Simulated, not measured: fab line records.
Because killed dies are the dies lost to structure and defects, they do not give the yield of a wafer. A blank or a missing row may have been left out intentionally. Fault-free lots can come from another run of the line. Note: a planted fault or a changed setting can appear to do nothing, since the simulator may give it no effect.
Matching of chambers / flow nandHarc / rieDiel-05 running NHARC_P_GATE_DESCUM_61: 4 sister chambers
The step chemistry O2, time 3 s. 22 wafers are shown with their chamber, then 11 later ones without.

## EACH WAFER AND ITS CHAMBER
wafer=L352.2; chamber=2; showerheadPlenumPTorr (Torr)=1.85; drypumpMotorCurrentA (A)=5.6; oesProductAu (a.u.)=1.006
wafer=L352.5; chamber=2; showerheadPlenumPTorr (Torr)=1.85; drypumpMotorCurrentA (A)=5.6; oesProductAu (a.u.)=0.995
wafer=L352.6; chamber=0; showerheadPlenumPTorr (Torr)=1.80; drypumpMotorCurrentA (A)=5.5; oesProductAu (a.u.)=1.010
wafer=L355.2; chamber=2; showerheadPlenumPTorr (Torr)=1.85; drypumpMotorCurrentA (A)=5.6; oesProductAu (a.u.)=1.001
wafer=L355.5; chamber=0; showerheadPlenumPTorr (Torr)=1.80; drypumpMotorCurrentA (A)=5.6; oesProductAu (a.u.)=1.015
wafer=L355.6; chamber=3; showerheadPlenumPTorr (Torr)=1.85; drypumpMotorCurrentA (A)=5.5; oesProductAu (a.u.)=1.015
wafer=L356.1; chamber=0; showerheadPlenumPTorr (Torr)=1.80; drypumpMotorCurrentA (A)=5.6; oesProductAu (a.u.)=1.007
wafer=L356.2; chamber=2; showerheadPlenumPTorr (Torr)=1.85; drypumpMotorCurrentA (A)=5.6; oesProductAu (a.u.)=1.000
wafer=L356.6; chamber=2; showerheadPlenumPTorr (Torr)=1.85; drypumpMotorCurrentA (A)=5.6; oesProductAu (a.u.)=0.982
wafer=L357.3; chamber=1; showerheadPlenumPTorr (Torr)=1.86; drypumpMotorCurrentA (A)=5.4; oesProductAu (a.u.)=0.999
wafer=L357.4; chamber=2; showerheadPlenumPTorr (Torr)=1.85; drypumpMotorCurrentA (A)=5.6; oesProductAu (a.u.)=1.002
wafer=L357.5; chamber=1; showerheadPlenumPTorr (Torr)=1.86; drypumpMotorCurrentA (A)=5.4; oesProductAu (a.u.)=0.998
wafer=L361.2; chamber=0; showerheadPlenumPTorr (Torr)=1.80; drypumpMotorCurrentA (A)=5.5; oesProductAu (a.u.)=0.994
wafer=L361.3; chamber=3; showerheadPlenumPTorr (Torr)=1.84; drypumpMotorCurrentA (A)=5.5; oesProductAu (a.u.)=1.012
wafer=L361.4; chamber=2; showerheadPlenumPTorr (Torr)=1.85; drypumpMotorCurrentA (A)=5.6; oesProductAu (a.u.)=1.029
wafer=L360.3; chamber=0; showerheadPlenumPTorr (Torr)=1.80; drypumpMotorCurrentA (A)=5.6; oesProductAu (a.u.)=0.995
wafer=L360.4; chamber=2; showerheadPlenumPTorr (Torr)=1.85; drypumpMotorCurrentA (A)=5.6; oesProductAu (a.u.)=1.017
wafer=L360.6; chamber=1; showerheadPlenumPTorr (Torr)=1.86; drypumpMotorCurrentA (A)=5.4; oesProductAu (a.u.)=0.980
wafer=L362.2; chamber=2; showerheadPlenumPTorr (Torr)=1.85; drypumpMotorCurrentA (A)=5.6; oesProductAu (a.u.)=1.019
wafer=L362.5; chamber=2; showerheadPlenumPTorr (Torr)=1.85; drypumpMotorCurrentA (A)=5.6; oesProductAu (a.u.)=1.011
wafer=L362.6; chamber=3; showerheadPlenumPTorr (Torr)=1.84; drypumpMotorCurrentA (A)=5.5; oesProductAu (a.u.)=1.020
wafer=L363.3; chamber=0; showerheadPlenumPTorr (Torr)=1.80; drypumpMotorCurrentA (A)=5.5; oesProductAu (a.u.)=0.997

SIGNATURES, as means of the wafers listed above
reading=showerheadPlenumPTorr; chamber 0=1.8000; chamber 1=1.8600; chamber 2=1.8500; chamber 3=1.8433; scatter within a chamber=0.00192
reading=drypumpMotorCurrentA; chamber 0=5.550; chamber 1=5.400; chamber 2=5.600; chamber 3=5.500; scatter within a chamber=0.0289
reading=oesProductAu; chamber 0=1.00300; chamber 1=0.99233; chamber 2=1.00620; chamber 3=1.01567; scatter within a chamber=0.0112
Rule: a wafer's distance from a chamber is the root of the sum, over the readings, of the square of ((its reading less the chamber's mean) divided by the reading's scatter). If the next closest chamber is less than 2 further off than the closest, the wafer can't be placed; otherwise it belongs to the closest. The scatter: take each reading less its chamber's mean, square it, sum over the shown wafers, divide by the number of wafers less the number of chambers, and take the root.

## WAFERS WHOSE CHAMBER IS MISSING
wafer=L363.4; showerheadPlenumPTorr (Torr)=1.80; drypumpMotorCurrentA (A)=5.6; oesProductAu (a.u.)=0.996
wafer=L363.5; showerheadPlenumPTorr (Torr)=1.86; drypumpMotorCurrentA (A)=5.4; oesProductAu (a.u.)=0.984
wafer=L369.2; showerheadPlenumPTorr (Torr)=1.84; drypumpMotorCurrentA (A)=5.5; oesProductAu (a.u.)=1.015
wafer=L369.4; showerheadPlenumPTorr (Torr)=1.80; drypumpMotorCurrentA (A)=5.5; oesProductAu (a.u.)=0.993
wafer=L369.6; showerheadPlenumPTorr (Torr)=1.84; drypumpMotorCurrentA (A)=5.6; oesProductAu (a.u.)=0.995
wafer=L370.1; showerheadPlenumPTorr (Torr)=1.84; drypumpMotorCurrentA (A)=5.6; oesProductAu (a.u.)=0.999
wafer=L370.3; showerheadPlenumPTorr (Torr)=1.84; drypumpMotorCurrentA (A)=5.5; oesProductAu (a.u.)=1.025
wafer=L370.5; showerheadPlenumPTorr (Torr)=1.84; drypumpMotorCurrentA (A)=5.5; oesProductAu (a.u.)=1.022
wafer=L371.2; showerheadPlenumPTorr (Torr)=1.84; drypumpMotorCurrentA (A)=5.6; oesProductAu (a.u.)=1.006
wafer=L371.3; showerheadPlenumPTorr (Torr)=1.84; drypumpMotorCurrentA (A)=5.5; oesProductAu (a.u.)=1.034
wafer=L371.4; showerheadPlenumPTorr (Torr)=1.86; drypumpMotorCurrentA (A)=5.4; oesProductAu (a.u.)=0.983

## CHAMBER TAKEN BY EACH
wafer=L363.4; from the rows above=0; in truth=0
wafer=L363.5; from the rows above=1; in truth=1
wafer=L369.2; from the rows above=3; in truth=3
wafer=L369.4; from the rows above=0; in truth=0
wafer=L369.6; from the rows above=can't be placed: 3 or 2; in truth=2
wafer=L370.1; from the rows above=can't be placed: 3 or 2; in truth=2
wafer=L370.3; from the rows above=3; in truth=3
wafer=L370.5; from the rows above=3; in truth=3
wafer=L371.2; from the rows above=can't be placed: 3 or 2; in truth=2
wafer=L371.3; from the rows above=3; in truth=3
wafer=L371.4; from the rows above=1; in truth=1
Placed correctly: 8 of 11. Can't be placed from these rows: 3 (the true chamber is among the candidates in 3). 0 placed wrongly.
